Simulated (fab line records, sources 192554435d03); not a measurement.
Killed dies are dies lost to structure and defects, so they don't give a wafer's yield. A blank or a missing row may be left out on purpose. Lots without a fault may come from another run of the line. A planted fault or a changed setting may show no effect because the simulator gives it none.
Chamber matching | flow n5_finfet | N5_FIN_SAQP_HM_DEP_03 on pecvd-02: 3 sister chambers
The step deposits SiNx from SiH4/NH3/N2, target thk 38 nm, time 33.6 s. 6 wafers are shown with their chamber, then 9 later ones without.

WAFERS WITH THEIR CHAMBER
wafer  | chamber | throttle_valve_pct (%) | showerhead_plenum_p_Torr (Torr)
L084.1 | 1       | 41.0                   | 5.10
L084.2 | 2       | 37.1                   | 5.15
L084.3 | 0       | 38.4                   | 5.17
L084.4 | 1       | 40.9                   | 5.12
L084.5 | 0       | 38.2                   | 5.18
L084.6 | 2       | 37.1                   | 5.14

WAFERS WITHOUT THEIR CHAMBER
wafer  | throttle_valve_pct (%) | showerhead_plenum_p_Torr (Torr)
L087.1 | 41.0                   | 5.12
L087.2 | 37.2                   | 5.15
L087.3 | 38.3                   | 5.16
L087.4 | 38.2                   | 5.17
L087.5 | 40.9                   | 5.11
L087.6 | 37.3                   | 5.13
L096.1 | 38.5                   | 5.18
L096.3 | 37.5                   | 5.14
L096.5 | 40.8                   | 5.12

WHICH CHAMBER EACH WENT THROUGH
wafer  | from the rows above | in truth
L087.1 | 1                   | 1
L087.2 | 2                   | 2
L087.3 | 0                   | 0
L087.4 | 0                   | 0
L087.5 | 1                   | 1
L087.6 | 2                   | 2
L096.1 | 0                   | 0
L096.3 | 2                   | 2
L096.5 | 1                   | 1
Placed correctly: 9 of 9. Can't be placed from these rows: 0. Placed wrongly: 0.
How it was worked out, from the rows above alone: a wafer's distance from a chamber is the root of the sum, over the readings, of the square of ((its reading less the chamber's mean) divided by the reading's scatter). The wafer belongs to the nearest chamber; if the next one is less than 2 further off, it can't be placed. A chamber's mean is the mean of its shown wafers. The scatter: the root of (the sum of the squares of (reading less its chamber's mean) over the shown wafers, divided by (wafers less chambers)).
